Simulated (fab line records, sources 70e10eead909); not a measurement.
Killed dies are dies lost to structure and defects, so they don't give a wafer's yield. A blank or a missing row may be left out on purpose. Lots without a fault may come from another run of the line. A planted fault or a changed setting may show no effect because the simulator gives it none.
fab line records | flow nand_harc | part 2 of 2: steps 21 to 31 of 31
record lots=5 wafers=15 last_day=32
route steps=1302 shown A_STAIRCASE@738
lots that met no fault: from a run of the same line without faults
start_h: hours from the record's first day to the start of the lot's first wafer shown | wait_h: hours since the lot's step before | " the same as in the row above | L1.1+2: a row that stands for several wafers | - no value, or no start given | * or withheld: withheld | < > ~ a bound
route shown NAME@n: a module of which the file shows steps, and the number in the route of the first | usual: mean/standard deviation of fault-free wafers | same: alike in all rows | chamber/n: place in a boat | sites: the reading at each site | _std_site: their standard deviation | _edge_site: outer sites' mean less inner sites' | radius_mm: how far each site lies from the wafer's centre | mask NAME#n: copy n | behind: the tool/chamber that last shaped the wafer | hold: why the lot was held/for how many hours/how that ended | device: the transistor (n, p or np) that didn't switch | end of line: the same wafers' tests at the end of the route | a step without rows: its recipe alone | killed: dies lost to structure and defects at the first sort, not the wafer's yield | map: a wafer's dies, x killed, . not, _ none there
set.NAME: the setting as run; set.NAME@STEP: as run at that earlier step | model.NAME: the simulator's own value behind a step, which no gauge read
lots at some steps of the route; a table a step, a row a wafer
services: from which hour (start_h, from the record's first day; less than 0 if before it) a tool's chamber was out of use, for how many hours, and why
## steps
# step NHARC_A_STAIRCASE_EBR_246
# columns lot.wafer tool chamber start_h wait_h
L079.3+4+5 litho_track-03 0 - -
L078.2+4+5 litho_track-07 0 - -
L087.3+4+5 litho_track-05 0 - -
L090.1+3+4 litho_track-05 0 - -
L092.1+2+3 litho_track-03 0 - -
# step NHARC_A_STAIRCASE_EXPOSE_247
# recipe na=0.5 dose_mj=25.34 mask_id=SDS_1
# usual focus_offset_nm=0.0/0.55
# columns lot.wafer tool chamber start_h wait_h mask focus_offset_nm
L079.3 krf_scanner-04 0 408.47 - SDS_1#0 -0.8
L079.4 " 0 " " SDS_1#0 0.0
L079.5 " 0 " " SDS_1#0 -0.9
L078.2 krf_scanner-01 0 410.48 - SDS_1#0 -0.4
L078.4 " 0 " " SDS_1#0 -0.4
L078.5 " 0 " " SDS_1#0 0.1
L087.3 krf_scanner-02 0 519.70 - SDS_1#0 -0.7
L087.4 " 0 " " SDS_1#0 -0.5
L087.5 " 0 " " SDS_1#0 0.0
L090.1 krf_scanner-04 0 526.95 - SDS_1#0 1.3
L090.3 " 0 " " SDS_1#0 1.1
L090.4 " 0 " " SDS_1#0 1.8
L092.1 krf_scanner-04 0 550.16 - SDS_1#0 0.1
L092.2 " 0 " " SDS_1#0 -0.8
L092.3 " 0 " " SDS_1#0 -0.2
# step NHARC_A_STAIRCASE_PEB_248
# recipe peb_temp_c=115 peb_time_s=130
# columns lot.wafer tool chamber start_h wait_h
L079.3+4+5 litho_track-03 0 408.52 0.1
L078.2+4+5 litho_track-03 0 410.55 0.1
L087.3+4+5 litho_track-03 0 519.75 0.1
L090.1+3+4 litho_track-03 0 527.02 0.1
L092.1+2+3 litho_track-05 0 550.23 0.1
# step NHARC_A_STAIRCASE_DEVELOP_249
# recipe time_s=140
# columns lot.wafer tool chamber start_h wait_h
L079.3+4+5 litho_track-03 0 - -
L078.2+4+5 litho_track-03 0 - -
L087.3+4+5 litho_track-03 0 - -
L090.1+3+4 litho_track-03 0 - -
L092.1+2+3 litho_track-05 0 - -
# step NHARC_A_STAIRCASE_HARDBAKE_251
# recipe temp_c=120 time_s=140
# columns lot.wafer tool chamber start_h wait_h
L079.3+4+5 litho_track-03 0 408.75 -
L078.2+4+5 litho_track-07 0 410.77 -
L087.3+4+5 litho_track-03 0 519.98 -
L090.1+3+4 litho_track-07 0 527.25 -
L092.1+2+3 litho_track-03 0 550.44 -
# step NHARC_A_STAIRCASE_DESCUM_252
# recipe time_s=3 o2_flow_sccm=200 ar_flow_sccm=0 bias_power_w=0 chemistry=O2
# usual drypump_motor_current_A=5.6/0.46 oes_product_au=1.000/0.013 rf_vpp_V=57.9/0.97 showerhead_plenum_p_Torr=1.94/0.093 throttle_valve_pct=11.312/0.0095
# columns lot.wafer tool chamber start_h wait_h drypump_motor_current_A oes_product_au rf_hours_counter_h rf_vpp_V showerhead_plenum_p_Torr throttle_valve_pct
L079.3 rie_diel-06 3 408.86 - 4.8 0.969 26 56.2 1.80 11.316
L079.4 " 0 " " 6.0 0.999 28 57.7 1.85 11.310
L079.5 " 3 " " 4.8 0.985 - 57.2 1.80 11.312
L078.2 rie_diel-13 1 410.85 - 6.4 1.018 15 58.5 1.98 11.295
L078.4 " 2 " " 5.4 0.977 19 56.9 1.98 11.317
L078.5 " 2 " " 5.4 0.990 - 58.4 1.98 11.325
L087.3 rie_diel-09 3 520.08 - 5.2 0.994 3 57.0 1.87 11.312
L087.4 " 0 " " 5.7 0.981 5 57.6 2.04 11.318
L087.5 " 2 " " 5.1 0.979 - 58.2 2.08 11.316
L090.4 rie_diel-09 0 527.34 - 5.7 0.972 8 57.5 2.04 11.295
L090.3 " 2 " " 5.1 0.977 7 58.4 2.07 11.310
L090.1 " 3 " " 5.2 0.997 6 56.5 1.87 11.311
L092.1 rie_diel-13 3 550.54 - 5.9 0.983 5 58.0 2.06 11.326
L092.3 " 1 " " 6.4 1.010 6 59.2 1.97 11.310
L092.2 " 2 " " 5.4 1.011 6 57.5 1.97 11.301
# step NHARC_A_STAIRCASE_ETCH_253
# recipe target_depth_a=500 time_s=20.2 ion_energy_ev=400 c4f8_flow_sccm=20 o2_flow_sccm=10 ar_flow_sccm=withheld rf_w=600 bias_w=1000 chemistry=C4F8/O2
# usual oes_product_au=0.955/0.019 rf_vpp_V=898/6
# columns lot.wafer tool chamber start_h wait_h oes_product_au rf_hours_counter_h rf_vpp_V
L079.4 rie_diel-06 3 408.95 0.1 0.927 26 887
L079.3 " 0 " " 0.961 28 892
L079.5 " 0 " " 0.964 - 893
L078.4 rie_diel-13 3 413.73 2.9 0.956 25 905
L078.2 " 0 " " 0.954 29 900
L078.5 " 0 " " 0.955 - 901
L087.4 rie_diel-09 0 520.15 0.1 0.949 5 904
L087.3 " 1 " " 0.966 4 896
L087.5 " 3 " " 0.976 - 894
L090.1 rie_diel-09 2 527.43 0.1 0.949 7 907
L090.4 " 3 " " 0.975 6 894
L090.3 " 0 " " 0.944 8 903
L092.2 rie_diel-13 2 550.62 0.1 0.971 6 898
L092.3 " 3 " " 0.946 5 904
L092.1 " 0 " " 0.995 5 900
# step NHARC_A_STAIRCASE_STRIP_254
# recipe power_w=1500 temp_c=250 chemistry=O2
# usual drypump_motor_current_A=5.5/0.45 heater_power_w=360/21
# columns lot.wafer tool chamber start_h wait_h drypump_motor_current_A heater_power_w rf_hours_counter_h
L079.4 plasma_asher-01 0 409.13 - 5.2 373 -
L079.3 " 1 " " 4.8 352 -
L079.5 " 1 " " 4.8 356 -
L078.2 plasma_asher-02 0 413.83 - 5.9 356 34
L078.4 " 0 " " 5.9 351 -
L078.5 " 1 " " 5.9 333 -
L087.3 plasma_asher-02 1 520.33 - 5.9 335 -
L087.4 " 0 " " 5.8 384 -
L087.5 " 1 " " 5.9 333 -
L090.1 plasma_asher-02 0 527.56 - 5.9 385 22
L090.4 " 1 " " 5.9 322 -
L090.3 " 0 " " 5.9 392 -
L092.1 plasma_asher-01 0 550.71 - 5.2 368 4
L092.2 " 1 " " 4.8 342 4
L092.3 " 0 " " 5.2 363 -
# step NHARC_A_STAIRCASE_STRIP_255
# recipe time_s=900 temp_c=130 chemistry=SPM
# usual bath_guard_temp_C=130.1/0.48 bath_heat_duty_pct=14.9/1.6
# columns lot.wafer tool chamber start_h wait_h bath_guard_temp_C bath_heat_duty_pct
L079.5 wet_bench-02 4 409.39 0.1 130.4 14.5
L079.4 " 5 " " 129.5 15.2
L079.3 " 6 " " 130.1 13.4
L078.2 wet_bench-07 3 414.18 0.3 130.6 15.4
L078.4 " 5 " " 130.6 14.3
L078.5 " 6 " " 130.3 17.3
L087.3 wet_bench-07 6 520.58 0.2 130.1 17.4
L087.4 " 0 " " 130.3 16.2
L087.5 " 3 " " 129.9 15.4
L090.4 wet_bench-07 6 527.87 0.2 130.2 18.0
L090.3 " 7 " " 130.0 13.9
L090.1 " 1 " " 129.5 13.3
L092.2 wet_bench-07 0 551.09 0.3 130.0 14.5
L092.1 " 1 " " 129.1 14.2
L092.3 " 2 " " 130.5 16.5
# step NHARC_A_STAIRCASE_PRECLEAN_256
# recipe time_s=* temp_c=50 bath_age_min=0 chemistry=SC1
# usual bath_guard_temp_C=50.1/0.48 bath_heat_duty_pct=7.1/0.86 diw_flow_mL_min=1416/4.4
# same bath_age_min=0
# columns lot.wafer tool chamber start_h wait_h bath_guard_temp_C bath_heat_duty_pct diw_flow_mL_min
L079.5 wet_bench-02 4 - - 50.0 6.8 1405
L079.4 " 5 " " 49.1 6.7 1412
L079.3 " 6 " " 50.2 6.8 1415
L078.2 wet_bench-07 3 - - 50.2 7.6 1417
L078.4 " 5 " " 50.6 6.7 1405
L078.5 " 6 " " 50.1 8.4 1409
L087.3 wet_bench-07 6 - - 49.9 7.7 1415
L087.4 " 0 " " 49.7 7.1 1418
L087.5 " 3 " " 50.1 6.6 1409
L090.4 wet_bench-07 6 - - 50.1 8.3 1414
L090.3 " 7 " " 50.4 6.4 1421
L090.1 " 1 " " 48.9 7.6 1404
L092.2 wet_bench-07 0 - - 49.7 7.4 1412
L092.1 " 1 " " 49.2 6.5 1417
L092.3 " 2 " " 49.9 8.4 1420
# step NHARC_A_STAIRCASE_SRD_257
# columns lot.wafer tool chamber start_h wait_h
L079.5+4+3 wet_bench-02 4,5,6 - -
L078.2+4+5 wet_bench-07 3,5,6 - -
L087.3+4+5 wet_bench-07 6,0,3 - -
L090.4+3+1 wet_bench-07 6,7,1 - -
L092.2+1+3 wet_bench-07 0,1,2 - -
## services
# columns tool chamber start_h hours kind
plasma_asher-01 - 395.80 0.7 repair
rie_diel-13 1 398.19 8.2 repair
rie_diel-09 - 404.02 6.5 repair
krf_scanner-02 - 404.54 1.0 repair
plasma_asher-02 - 418.16 1.6 repair
wet_bench-02 - 420.00 8.0 pm
plasma_asher-02 - 420.71 1.4 repair
litho_track-07 - 426.00 7.0 pm
plasma_asher-02 - 426.30 9.0 pm
rie_diel-09 - 428.20 1.1 repair
wet_bench-05 - 436.80 8.0 pm
litho_track-03 - 450.00 7.0 pm
rie_diel-06 2 455.09 1.5 repair
plasma_asher-02 - 465.69 0.9 repair
litho_track-05 - 474.00 7.0 pm
rie_diel-06 - 484.20 9.0 pm
rie_diel-09 - 497.48 9.0 pm
rie_diel-06 2 504.75 2.4 repair
rie_diel-09 - 507.54 1.2 repair
wet_bench-07 - 512.00 8.0 pm
rie_diel-09 1 514.45 2.4 repair
plasma_asher-01 - 519.14 9.0 pm
rie_diel-13 - 520.67 9.0 pm
krf_scanner-04 - 529.53 4.0 pm
